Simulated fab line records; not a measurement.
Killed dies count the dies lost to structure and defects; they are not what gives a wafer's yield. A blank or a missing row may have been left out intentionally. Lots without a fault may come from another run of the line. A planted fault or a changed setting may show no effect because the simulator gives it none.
Comparing a struck lot with a sound one :: flow n5Finfet :: 15 steps out of a route of 1938
Sound: these wafers, L926.1, L926.4, L926.6. Struck: wafers L945.1, L945.2, L945.5. The cause is given at the end.
Per side, at each step with rows, come the tool, then ch with its chambers, and then its first start. Under that, the readings that differ: sound wafers :: struck wafers :: difference of the means :: sigmas: that difference in standard deviations of wafers without a fault.
alike: readings whose means differ by less than 2 such deviations, and words and numbers that are the same on both sides. not compared: withheld readings, readings that some wafer has no value for, bounds like >300 that may hide the same value, and numbers for which the record gives no deviation and whose values overlap.
A row with sigmas, a row that says differs or no value, or rows on one side alone: a step with any of these is where the two part. When numbers do not overlap yet have no deviation, they are printed without sigmas and do not part them. A reading missing from all wafers of one side parts the sides only when that side holds two or more wafers.

N5_BEOL_M11_THK_MEAS_53: measures by xrf.
  sound: filmMetro-01 at day 12 20:14; struck: filmMetro-02 at day 17 20:14
  alike: M11_THK
then, 1 step without rows for these wafers: N5_BEOL_M11_PRE_CLEAN_55 (time 15 s).
N5_BEOL_M11_DEP_56: deposits SiCN from 3MS/NH3, target thk 30 nm, time 10.5 s.
  sound on pecvd-03 ch 1,2, day 12 20:17; struck on pecvd-04 ch 0,1, day 17 20:18
  alike: showerheadPlenumPTorr, throttleValvePct
N5_BEOL_M11_RS_MEAS_57: measurement is done with a four-point probe.
  sound: filmMetro-02 at day 12 20:21; struck: filmMetro-02 at day 17 20:22
  alike: M11_RS
N5_BEOL_M11_INSPECT_58: inspects for defects (darkfield).
  sound: defectInspect-01 at day 12 20:23; struck: defectInspect-01 at day 17 20:23
  alike: rawDefectCount
N5_BEOL_M12_ILD_DEP_00: deposits SiOC from DEMS/O2, target thk 658.92 nm, time 130.7 s.
  sound on pecvd-01 ch 0,1, day 12 20:25; struck on pecvd-02 ch 0,2, day 17 20:26
  alike: heaterPowerW, showerheadPlenumPTorr, throttleValvePct
N5_BEOL_M12_THK_MEAS_01:
  sound: filmMetro-02 at day 12 20:33; struck: filmMetro-02 at day 17 20:37
  alike: M12_ILD_THK
then, 5 steps without rows for these wafers: N5_BEOL_M12_COAT_58 (time 60 s, resist thk 89 nm); N5_BEOL_M12_COAT_04 (resist thk 400 nm); N5_BEOL_M12_EBR_06; N5_BEOL_M12_SOFTBAKE_05 (time 60 s); N5_BEOL_M12_EXPOSE_07 (exposes mask V11).
N5_BEOL_M12_PEB_08: peb time 90 s.
  sound on lithoTrack-03 ch 0, day 12 20:44; struck on lithoTrack-03 ch 0, day 17 20:47
reading: plateTempC (C)
sound: 129.83 129.96 130.05
struck: 130.82 130.77 130.92
difference: +0.89
sigmas: +7
then, 1 step without rows for these wafers: N5_BEOL_M12_DEVELOP_09 (develop time 45 s).
N5_PASSIVATION_PROBE_49:
  the record has rows for the sound wafers here (prober-01, day 14 14:05) and none for the struck ones

WHERE THEY PART
Last at N5_PASSIVATION_PROBE_49 as far as this record goes, first at N5_BEOL_M12_PEB_08.

WHY: the cause the simulator had injected
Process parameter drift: lithoTrack-03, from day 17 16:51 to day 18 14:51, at N5_BEOL_M12_PEB_08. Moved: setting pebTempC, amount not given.
